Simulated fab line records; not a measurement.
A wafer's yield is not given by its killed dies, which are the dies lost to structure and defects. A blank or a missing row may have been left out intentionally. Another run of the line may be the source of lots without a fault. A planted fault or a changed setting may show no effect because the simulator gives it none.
Lot-split experiment -- flow n5-finfet -- 7 lots, 21 wafers read, on a route of 1938 steps

## THE SPLIT ITSELF
At N5_BEOL_M11_TRENCH_ETCH_37 (etches SiCOH lowk in C4F6/O2, target depth 148.83 nm, time 48 s), the setting bias-w was moved away from the recipe's 185 W on 5 of the 21 wafers read, by +6.7% to +13.5%. For the rest of the wafers, this setting stayed at what the recipe calls for.

## FROM THE SPLIT TO THE READING: what the file shows between them, 5 steps
- N5_BEOL_M11_HM_STRIP_39: strips TiN in peroxide tin strip, target depth 25 nm, time 158 s (also split here: time-s)
- N5_BEOL_M11_SRD_40: time 30 s
- N5_BEOL_M11_PRECLEAN_42: cleans in residue remover, time 60 s
- N5_BEOL_M11_ANNEAL_51: time 90 s
- N5_BEOL_M11_CMP_52: polishes, stops on SiCOH lowk, t overpolish 7 s, target thk 140 nm

## THE READING
M11_THK, in nm, at N5_BEOL_M11_THK_MEAS_53 (measures by xrf). Fault-free wafers of this fab line usually give 142.3 nm, standard deviation 2.4 nm.

wafer,"tool, chamber at the split","bias-w as run, W",against the recipe,"M11_THK, nm",against lot-mates on the recipe
L076.1,"rie-diel-01, 3",209.9,+13.5%,149.7,+8.3
L076.2,"rie-diel-01, 1",185,recipe,141.4,-
L076.4,"rie-diel-01, 2",209.9,+13.5%,152.5,+11.1
L083.1,"rie-diel-02, 1",185,recipe,144.3,-
L083.3,"rie-diel-02, 0",185,recipe,141.8,-
L083.4,"rie-diel-02, 0",185,recipe,140.7,-
L088.3,"rie-diel-03, 1",185,recipe,140.2,-
L088.5,"rie-diel-03, 0",185,recipe,138.9,-
L088.6,"rie-diel-03, 3",185,recipe,143.4,-
L089.1,"rie-diel-01, 3",185,recipe,139.5,-
L089.2,"rie-diel-01, 0",185,recipe,140.8,-
L089.5,"rie-diel-01, 2",185,recipe,141.7,-
L090.1,"rie-diel-02, 3",185,recipe,140.3,-
L090.3,"rie-diel-02, 0",185,recipe,138.7,-
L090.4,"rie-diel-02, 1",203.1,+9.8%,145.5,+6.0
L093.1,"rie-diel-01, 3",185,recipe,142.3,-
L093.3,"rie-diel-01, 0",185,recipe,142.7,-
L093.5,"rie-diel-01, 1",185,recipe,142.7,-
L096.1,"rie-diel-03, 2",197.4,+6.7%,144.9,+1.6
L096.2,"rie-diel-03, 0",197.4,+6.7%,145.2,+1.9
L096.3,"rie-diel-03, 1",185,recipe,143.3,-

THE FIT
A straight line over all 21 wafers: M11_THK changes by +0.644 nm for each +1% of bias-w; r = +0.88; the points scatter about the line by 1.7 nm.
The same after taking each lot's own level away (the mean of its wafers on the recipe; 21 wafers): +0.64 nm for each +1%; r = +0.90; scatter 1.5 nm.
Per that fit: largest bias-w move, reading shift of 8.6 nm.
Across the lots, their own levels run from 139.50 to 143.30 nm, a range of 1.6 times the standard deviation given above.
Hence the lot-to-lot level has little effect on the slope; both slopes agree.
Check: for one of the wafers moved furthest among these (+13.5%), held out of the fit, the line's prediction against its lot-mates is +8.55 nm. It came out at +8.3 nm against them.
Tool readings at the split's step, against how far the setting was moved: rf-vpp-V r = +0.98.

## THESE WAFERS: OTHER SPLITS
Note: prior to the reading, these wafers also went through further splits. Each is held against what the fit with the lots' levels taken away leaves over:
other split on the same wafers,wafers away from the commonest value,r with M11_THK (lot level and that fit taken away)
N5_BEOL_M8_TRENCH_ETCH_37 source-w,8,+0.10
N5_BEOL_M9_TRENCH_ETCH_37 bias-w,10,+0.06
N5_BEOL_M10_TRENCH_ETCH_37 source-w,9,-0.14
N5_BEOL_M10_ETCH_41 source-w,5,+0.05
N5_BEOL_M11_HM_STRIP_39 time-s,12,-0.31

## THE WHOLE CHAIN: every reading that the file lists as answering this split, in the file's order
step,what it does,reading,change (the file's fit),r (the file's)
N5_BEOL_M11_TRENCH_ETCH_37,"etches SiCOH lowk in C4F6/O2, target depth 148.83 nm, time 48 s",rf-vpp-V,+5.26 V for each +1% of the setting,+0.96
N5_BEOL_M11_THK_MEAS_53,measures by xrf,M11_THK,+0.625 for each +1% of the setting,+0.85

## FILE'S OWN FIT
M11_THK changes by +0.625 nm for each +1% of bias-w, r = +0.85.
